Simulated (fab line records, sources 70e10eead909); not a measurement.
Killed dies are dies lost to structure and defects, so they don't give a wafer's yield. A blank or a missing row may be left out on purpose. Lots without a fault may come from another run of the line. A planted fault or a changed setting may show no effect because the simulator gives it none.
fab line records | flow nand_harc
record lots=12 wafers=36 last_day=23
route steps=1159 shown A_STAIRCASE@670 END@1159
lots that met no fault: from a run of the same line without faults
start_h: hours from the record's first day to the start of the lot's first wafer shown | wait_h: hours since the lot's step before | " the same as in the row above | L1.1+2: a row that stands for several wafers | - no value, or no start given | * or withheld: withheld | < > ~ a bound
route shown NAME@n: a module of which the file shows steps, and the number in the route of the first | usual: mean/standard deviation of fault-free wafers | same: alike in all rows | chamber/n: place in a boat | sites: the reading at each site | _std_site: their standard deviation | _edge_site: outer sites' mean less inner sites' | radius_mm: how far each site lies from the wafer's centre | mask NAME#n: copy n | behind: the tool/chamber that last shaped the wafer | hold: why the lot was held/for how many hours/how that ended | device: the transistor (n, p or np) that didn't switch | end of line: the same wafers' tests at the end of the route | a step without rows: its recipe alone | killed: dies lost to structure and defects at the first sort, not the wafer's yield | map: a wafer's dies, x killed, . not, _ none there
set.NAME: the setting as run; set.NAME@STEP: as run at that earlier step | model.NAME: the simulator's own value behind a step, which no gauge read
steps of the route over a sample of lots; a table a step, a row a wafer
services: from which hour (start_h, from the record's first day; less than 0 if before it) a tool's chamber was out of use, for how many hours, and why
## steps
# step NHARC_A_STAIRCASE_STRIP_295
# recipe o2_flow_sccm=500 ar_flow_sccm=0 bias_w=0 chemistry=O2
# usual drypump_motor_current_A=5.7/0.35 mfc_ar_sccm=0.008/0.014 oes_product_au=1.003/0.0089 rf_vpp_V=57.6/0.87 showerhead_plenum_p_Torr=3.46/0.13 throttle_valve_pct=17.036/0.0089
# columns lot.wafer tool chamber start_h wait_h drypump_motor_current_A mfc_ar_sccm oes_product_au rf_hours_counter_h rf_vpp_V showerhead_plenum_p_Torr throttle_valve_pct
L579.1 rie_diel-08 0 - - 5.8 0 1.010 54 57.6 3.33 17.038
L579.5 " 0 " " 5.8 0 1.020 - 58.4 3.33 17.023
L579.6 " 3 " " 5.6 0.002 1.000 - 57.4 3.33 17.043
L577.3 rie_diel-01 1 - - 5.1 0 1.008 54 57.9 3.35 17.034
L577.2 " 2 " " 6.0 0 0.999 50 56.0 3.62 17.028
L577.4 " 3 " " 5.3 0.026 0.984 49 58.0 3.48 17.045
L578.4 rie_diel-07 0 - - 5.7 0.013 1.013 10 59.3 3.76 17.035
L578.3 " 1 " " 5.7 0.045 1.006 10 56.5 3.50 17.043
L578.6 " 0 " " 5.8 0.013 1.005 - 57.0 3.76 17.032
L581.4 rie_diel-08 3 - - 5.5 0.002 1.013 59 57.2 3.33 17.048
L581.1 " 0 " " 5.7 0 1.017 59 56.9 3.33 17.043
L581.2 " 1 " " 5.5 0 1.003 51 57.1 3.49 17.027
L583.1 rie_diel-01 1 - - 5.1 0 0.997 58 57.8 3.35 17.027
L583.3 " 2 " " 6.0 0 1.000 54 59.4 3.62 17.029
L583.6 " 0 " " 6.7 0.010 1.014 - 58.9 3.30 17.039
L584.1 rie_diel-08 3 - - 5.5 0.002 1.001 61 58.2 3.33 17.047
L584.2 " 2 " " 6.0 0 0.998 43 56.5 3.38 17.040
L584.6 " 0 " " 5.8 0 1.013 - 56.9 3.33 17.025
L587.2 rie_diel-08 1 - - 5.5 0 0.978 5 57.6 3.48 17.046
L587.1 " 2 " " 6.0 0 0.996 5 57.8 3.38 17.041
L587.5 " 0 " " 5.7 0 1.005 - 57.6 3.32 17.036
L586.3 rie_diel-07 2 - - 6.0 0 1.008 30 57.8 3.55 17.052
L586.1 " 3 " " 5.3 0 0.996 30 56.5 3.49 17.034
L586.6 " 3 " " 5.3 0 1.009 - 59.1 3.49 17.016
L591.3 rie_diel-08 1 - - 5.5 0 0.988 9 58.7 3.48 17.028
L591.2 " 2 " " 6.0 0 0.994 9 58.0 3.38 17.025
L591.6 " 1 " " 5.5 0 0.981 - 58.6 3.48 17.029
L592.1 rie_diel-07 1 - - 5.7 0.045 1.001 37 58.0 3.49 17.041
L592.5 " 0 " " 5.8 0.013 1.002 - 58.2 3.75 17.040
L592.6 " 1 " " 5.6 0.045 0.997 - 58.5 3.49 17.046
L590.1 rie_diel-08 0 - - 5.8 0 1.003 17 57.4 3.32 17.048
L590.4 " 1 " " 5.5 0 0.987 14 56.9 3.48 17.032
L590.3 " 2 " " 6.0 0 0.995 15 56.8 3.37 17.046
L593.5 rie_diel-08 2 - - 5.9 0 1.009 - 57.0 3.37 17.030
L593.4 " 3 " " 5.6 0.002 1.022 - 56.5 3.31 17.042
L593.6 " 0 " " 5.8 0 1.013 - 56.9 3.32 17.037
# step NHARC_A_STAIRCASE_STRIP_476
# recipe time_s=20 o2_flow_sccm=500 ar_flow_sccm=0 bias_w=0 chemistry=O2
# usual drypump_motor_current_A=5.7/0.39 mfc_ar_sccm=0.006/0.012 oes_product_au=1.000/0.0089 rf_vpp_V=57.6/0.91 showerhead_plenum_p_Torr=3.44/0.12 throttle_valve_pct=17.036/0.0092
# columns lot.wafer tool chamber start_h wait_h drypump_motor_current_A mfc_ar_sccm oes_product_au rf_hours_counter_h rf_vpp_V showerhead_plenum_p_Torr throttle_valve_pct
L579.1 rie_diel-08 0 279.21 0.1 5.8 0 1.017 58 57.0 3.33 17.038
L579.6 " 2 " " 5.9 0 0.996 - 57.1 3.39 17.040
L579.5 " 3 " " 5.5 0.002 1.010 - 57.7 3.33 17.039
L577.3 rie_diel-07 1 281.43 0.2 5.6 0.045 1.024 13 57.6 3.50 17.037
L577.4 " 3 " " 5.3 0 0.994 13 57.1 3.50 17.039
L577.2 " 0 " " 5.8 0.013 1.013 12 60.4 3.76 17.035
L578.3 rie_diel-07 3 281.57 0.1 5.3 0 1.000 13 58.4 3.50 17.036
L578.4 " 1 " " 5.6 0.045 1.023 13 58.3 3.50 17.032
L578.6 " 3 " " 5.3 0 0.992 - 57.9 3.50 17.038
L581.1 rie_diel-08 2 294.09 0.1 6.0 0 0.989 43 58.0 3.38 17.024
L581.4 " 0 " " 5.8 0 0.997 61 59.0 3.33 17.033
L581.2 " 1 " " 5.5 0 1.002 54 58.7 3.48 17.029
L583.1 rie_diel-08 3 295.07 0.1 5.6 0.002 1.007 62 56.3 3.33 17.043
L583.3 " 1 " " 5.5 0 1.005 54 56.4 3.48 17.053
L583.6 " 0 " " 5.8 0 1.013 - 56.2 3.33 17.038
L584.2 rie_diel-08 0 298.99 0.1 5.8 0 1.012 62 57.0 3.33 17.040
L584.1 " 1 " " 5.5 0 0.992 55 57.1 3.48 17.030
L584.6 " 1 " " 5.5 0 0.992 - 56.7 3.48 17.045
L587.2 rie_diel-08 2 329.54 0.1 6.0 0 0.985 8 55.8 3.38 17.056
L587.1 " 0 " " 5.8 0 0.998 10 57.7 3.32 17.055
L587.5 " 3 " " 5.5 0.002 1.002 - 57.4 3.32 17.026
L586.3 rie_diel-08 3 336.55 0.1 5.5 0.002 1.001 14 58.9 3.32 17.027
L586.1 " 0 " " 5.8 0 1.004 13 56.4 3.32 17.025
L586.6 " 1 " " 5.5 0 0.994 - 56.9 3.48 17.041
L591.2 rie_diel-01 1 339.70 0.1 5.1 0 0.987 6 56.8 3.34 17.037
L591.3 " 3 " " 5.4 0.026 0.990 8 56.6 3.46 17.036
L591.6 " 0 " " 6.7 0.010 1.012 - 56.6 3.29 17.032
L592.1 rie_diel-01 2 353.51 0.1 6.1 0 0.992 10 58.8 3.61 17.046
L592.5 " 1 " " 5.1 0 1.002 - 57.7 3.34 17.029
L592.6 " 2 " " 6.0 0 1.006 - 57.5 3.61 17.029
L590.4 rie_diel-07 1 354.20 0.1 5.6 0.045 1.010 39 57.4 3.49 17.035
L590.3 " 3 " " 5.3 0 1.004 40 57.3 3.48 17.027
L590.1 " 0 " " 5.9 0.013 1.007 35 58.4 3.75 17.017
L593.4 rie_diel-01 3 367.10 0.5 5.4 0.026 1.006 17 58.4 3.46 17.032
L593.6 " 2 " " 6.0 0 1.005 - 57.5 3.61 17.024
L593.5 " 3 " " 5.4 0.026 0.997 - 56.5 3.46 17.031
# step NHARC_A_STAIRCASE_DEP_417
# recipe target_thk_a=600 step_coverage_pct=20 temp_c=400 target_thk_nm=60 flow_sccm=200 rf_w=450 material=Si3N4
# usual heater_power_w=708/79
# columns lot.wafer tool chamber start_h wait_h heater_power_w since_wet_clean_h
L579.1 pecvd-02 1 279.37 - 731 113
L579.6 " 2 " " 721 -
L579.5 " 1 " " 744 -
L577.2 pecvd-01 1 281.52 - 551 31
L577.3 " 0 " " 780 31
L577.4 " 1 " " 560 -
L578.3 pecvd-03 0 281.75 - 789 158
L578.6 " 1 " " 653 -
L578.4 " 2 " " 747 -
L581.1 pecvd-01 1 294.26 - 610 44
L581.2 " 0 " " 774 44
L581.4 " 2 " " 690 -
L583.1 pecvd-01 2 295.21 - 694 45
L583.3 " 0 " " 794 45
L583.6 " 2 " " 670 -
L584.1 pecvd-01 2 299.08 - 721 49
L584.2 " 0 " " 792 49
L584.6 " 1 " " 658 -
L587.2 pecvd-03 1 329.64 - 656 25
L587.1 " 0 " " 774 25
L587.5 " 0 " " 805 -
L586.1 pecvd-03 2 336.64 - 825 32
L586.3 " 1 " " 615 32
L586.6 " 2 " " 818 -
L591.2 pecvd-03 2 339.79 - 726 35
L591.3 " 0 " " 782 35
L591.6 " 0 " " 755 -
L592.1 pecvd-01 0 353.65 - 775 103
L592.5 " 2 " " 655 -
L592.6 " 1 " " 608 -
L590.3 pecvd-01 2 354.77 - 711 104
L590.1 " 0 " " 742 104
L590.4 " 1 " " 623 -
L593.5 pecvd-01 1 367.32 - 560 -
L593.6 " 2 " " 722 -
L593.4 " 0 " " 745 -
# step NHARC_A_STAIRCASE_DEP_325
# recipe target_thk_a=38000 temp_c=400 target_thk_nm=3800 teos_flow_sccm=200 rf_w=500 material=SiO2
# usual heater_power_w=654/85 mfc_precursor_sccm=200.0/0.6
# columns lot.wafer tool chamber start_h wait_h heater_power_w mfc_precursor_sccm since_wet_clean_h
L578.3 pecvd-02 1 307.02 0.6 713 199.5 141
L578.6 " 1 " " 622 200.6 -
L578.4 " 2 " " 639 201.0 -
L579.1 pecvd-01 2 307.21 0.8 711 199.1 57
L579.5 " 1 " " 513 199.1 -
L579.6 " 2 " " 580 200.1 -
L577.3 pecvd-03 0 307.27 0.8 780 199.8 2
L577.2 " 1 " " 630 200.2 2
L577.4 " 0 " " 646 199.7 -
L581.1 pecvd-03 1 321.52 0.2 642 200.2 17
L581.2 " 2 " " 767 200.8 17
L581.4 " 1 " " 523 200.1 -
L583.3 pecvd-02 0 321.61 0.2 813 200.2 156
L583.1 " 1 " " 658 200.1 156
L583.6 " 2 " " 623 200.6 -
L584.1 pecvd-02 2 327.41 0.2 738 200.0 161
L584.2 " 0 " " 736 199.9 161
L584.6 " 2 " " 626 201.1 -
L586.1 pecvd-03 2 363.90 0.6 785 199.2 59
L586.3 " 1 " " 521 200.0 -
L586.6 " 2 " " 649 199.7 -
L587.2 pecvd-02 0 363.94 0.6 758 200.3 17
L587.1 " 1 " " 817 199.1 17
L587.5 " 1 " " 661 200.5 -
L591.2 pecvd-01 2 364.15 0.8 578 199.5 114
L591.3 " 0 " " 627 200.5 114
L591.6 " 1 " " 522 200.8 -
L592.1 pecvd-01 2 381.30 0.1 702 215.5 131
L592.5 " 2 " " 581 215.5 -
L592.6 " 1 " " 520 216.3 -
L590.1 pecvd-02 1 381.31 0.1 799 200.4 34
L590.3 " 0 " " 776 199.4 34
L590.4 " 0 " " 663 199.4 -
L593.6 pecvd-01 1 395.49 0.3 516 216.1 -
L593.5 " 2 " " 572 215.5 -
L593.4 " 0 " " 620 216.7 -
# step NHARC_END_SORT_01
# recipe temp_c=25
# usual killed_at_array=29/10 killed_at_other=0.7/1.1 killed_at_periphery=3.2/2.2 killed_dies=33/11 killed_open=3.5/1.8 killed_short=2.0/1.4
# same gross_dies=677
# columns lot.wafer tool chamber start_h wait_h killed_at_array killed_at_other killed_at_periphery killed_dies killed_open killed_short
L587.1 prober-01 0 505.93 2.5 26 1 0 27 3 1
L586.1 prober-01 0 513.67 2.5 13 0 6 19 2 2
L586.3 prober-01 0 515.30 3.1 8 0 8 16 2 0
L586.6 prober-01 0 517.74 4.1 22 1 5 28 4 3
L590.1 prober-02 0 534.31 2.5 26 0 3 29 3 4
L590.3 prober-02 0 535.91 3.1 18 0 0 18 2 1
L590.4 prober-02 0 536.71 3.4 19 1 1 21 3 1
# killed by level:class
L587.1 A_CHANNEL_HOLE_D1:chamber_film_flake=12 A_STAIRCASE:chamber_film_flake=4 A_CONTACT:chamber_film_flake=4 A_M0:geometric_particle:open=2 A_SLIT:chamber_film_flake=2 A_CONTACT:geometric_particle:short=1 A_CONTACT:geometric_particle:open=1 THIN_TSV:chamber_film_flake=1
L586.1 P_GATE:chamber_film_flake=5 A_CONTACT:chamber_film_flake=3 A_CHANNEL_HOLE_D1:chamber_film_flake=2 A_WL_FILL:chamber_film_flake=2 A_SOURCE_PLATE:geometric_particle:short=1 A_ONON_D1:geometric_particle:open=1 A_CONTACT:geometric_particle:short=1 A_CONTACT:geometric_particle:open=1
L586.3 P_M0:chamber_film_flake=6 P_GATE:chamber_film_flake=2 A_CHANNEL_HOLE_D1:chamber_film_flake=2 A_CONTACT:geometric_particle:open=1 A_M0:geometric_particle:open=1 A_SLIT:chamber_film_flake=1 A_CONTACT:chamber_film_flake=1 A_BLC:chamber_film_flake=1
L586.6 A_CONTACT:chamber_film_flake=5 A_CHANNEL_HOLE_D1:chamber_film_flake=4 A_WL_FILL:chamber_film_flake=3 A_CONTACT:geometric_particle:open=2 A_M0:geometric_particle:open=2 P_STI:chamber_film_flake=2 P_CONTACT:chamber_film_flake=2 A_ONON_D1:geometric_particle:short=1
L590.1 A_CHANNEL_HOLE_D1:chamber_film_flake=8 A_BONDPAD:chamber_film_flake=6 A_CONTACT:chamber_film_flake=5 A_ONON_D1:geometric_particle:short=2 P_GATE:geometric_particle:open=1 A_CHANNEL_FILL_D1:geometric_particle:short=1 A_SGD_CUT:geometric_particle:short=1 A_WL_FILL:geometric_particle:open=1
L590.3 A_BONDPAD:chamber_film_flake=8 A_CHANNEL_HOLE_D1:chamber_film_flake=4 A_CONTACT:chamber_film_flake=3 A_ONON_D1:geometric_particle:open=1 A_WL_FILL:geometric_particle:short=1 A_WL_FILL:geometric_particle:open=1
L590.4 A_CONTACT:chamber_film_flake=7 A_CHANNEL_HOLE_D1:chamber_film_flake=5 A_BONDPAD:chamber_film_flake=4 A_ONON_D1:geometric_particle:short=1 A_SGD_CUT:geometric_particle:open=1 A_M0:geometric_particle:open=1 P_STI:chamber_film_flake=1 STARTING-WAFER:geometric_particle:open=1
## services
# columns tool chamber start_h hours kind
rie_diel-08 3 254.08 6.2 repair
rie_diel-08 0 257.49 - clean
rie_diel-08 1 257.49 - clean
rie_diel-08 2 257.49 - clean
pecvd-02 0 277.81 12.3 repair
rie_diel-08 0 281.99 - clean
rie_diel-08 1 281.99 - clean
rie_diel-08 2 281.99 - clean
rie_diel-08 3 281.99 - clean
pecvd-03 - 292.09 13.0 pm
rie_diel-08 - 302.88 9.0 pm
rie_diel-08 0 302.88 9.0 vent_cycle
rie_diel-08 1 302.88 9.0 vent_cycle
rie_diel-08 2 302.88 9.0 vent_cycle
rie_diel-08 3 302.88 9.0 vent_cycle
rie_diel-08 0 311.88 - clean
rie_diel-08 1 311.88 - clean
rie_diel-01 - 314.93 9.0 pm
rie_diel-08 - 321.30 0.4 repair
pecvd-03 - 322.14 0.4 repair
pecvd-02 - 334.20 13.0 pm
rie_diel-08 1 348.57 18.6 repair
pecvd-03 0 360.14 23.0 repair
rie_diel-01 1 385.95 10.3 repair
## key
first_sign step=NHARC_A_STAIRCASE_DEP_325 reading=mfc_precursor_sccm direction=up sigmas=26 usual=200.0 struck=215.9
effect none on later readings
met_at NHARC_A_STAIRCASE_DEP_325
struck_lots L592,L593
tester_left_out L592,L593
not_acting_at NHARC_A_STAIRCASE_STRIP_295,NHARC_A_STAIRCASE_STRIP_476,NHARC_A_STAIRCASE_DEP_417
onset_between 364.15 381.30
fault kind=process_parameter_drift tool=pecvd-01 chamber=- onset_h=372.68 steps=NHARC_A_STAIRCASE_DEP_325 channel=teos_flow_sccm offset=* shape=step end_h=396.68 acts_in=* stated=*
# tester_left_out: of these lots the tester's yield and bins aren't shown, on N5 and GAA mostly nor the transistor test; their killed dies are dies lost to structure and defects alone, not to doping, threshold or leakage, so they don't give the yield
